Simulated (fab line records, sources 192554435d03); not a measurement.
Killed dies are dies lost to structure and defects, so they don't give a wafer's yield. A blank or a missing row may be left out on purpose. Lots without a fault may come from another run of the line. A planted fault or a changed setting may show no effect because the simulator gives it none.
Chamber matching | flow n5_finfet | N5_MOL_CONTACT_COAG_DESCUM_88 on rie_diel-02: 4 sister chambers
The step chemistry O2, time 7 s. 4 wafers are shown with their chamber, then 9 later ones without.

WAFERS WITH THEIR CHAMBER
wafer  | chamber | throttle_valve_pct (%)
L086.4 | 0       | 20.80
L090.5 | 1       | 20.18
L091.4 | 2       | 20.79
L091.6 | 3       | 20.53

WAFERS WITHOUT THEIR CHAMBER
wafer  | throttle_valve_pct (%)
L092.1 | 20.82
L092.3 | 20.81
L092.6 | 20.52
L094.1 | 20.16
L094.2 | 20.80
L094.3 | 20.81
L096.1 | 20.83
L096.3 | 20.18
L096.5 | 20.82

WHICH CHAMBER EACH WENT THROUGH
wafer  | from the rows above     | in truth
L092.1 | can't be placed: 0 or 2 | 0
L092.3 | can't be placed: 0 or 2 | 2
L092.6 | 3                       | 3
L094.1 | 1                       | 1
L094.2 | can't be placed: 0 or 2 | 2
L094.3 | can't be placed: 0 or 2 | 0
L096.1 | can't be placed: 0 or 2 | 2
L096.3 | 1                       | 1
L096.5 | can't be placed: 0 or 2 | 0
Placed correctly: 3 of 9. Can't be placed from these rows: 6 (the true chamber is among the candidates in 6). Placed wrongly: 0.
How it was worked out, from the rows above alone: a wafer's distance from a chamber is the root of the sum, over the readings, of the square of ((its reading less the chamber's mean) divided by the reading's scatter). The wafer belongs to the nearest chamber; if the next one is less than 2 further off, it can't be placed. A chamber's mean is the mean of its shown wafers. The scatter: with one shown wafer a chamber, the root of the mean of the squares of how far each hidden wafer lies from its nearest shown one.
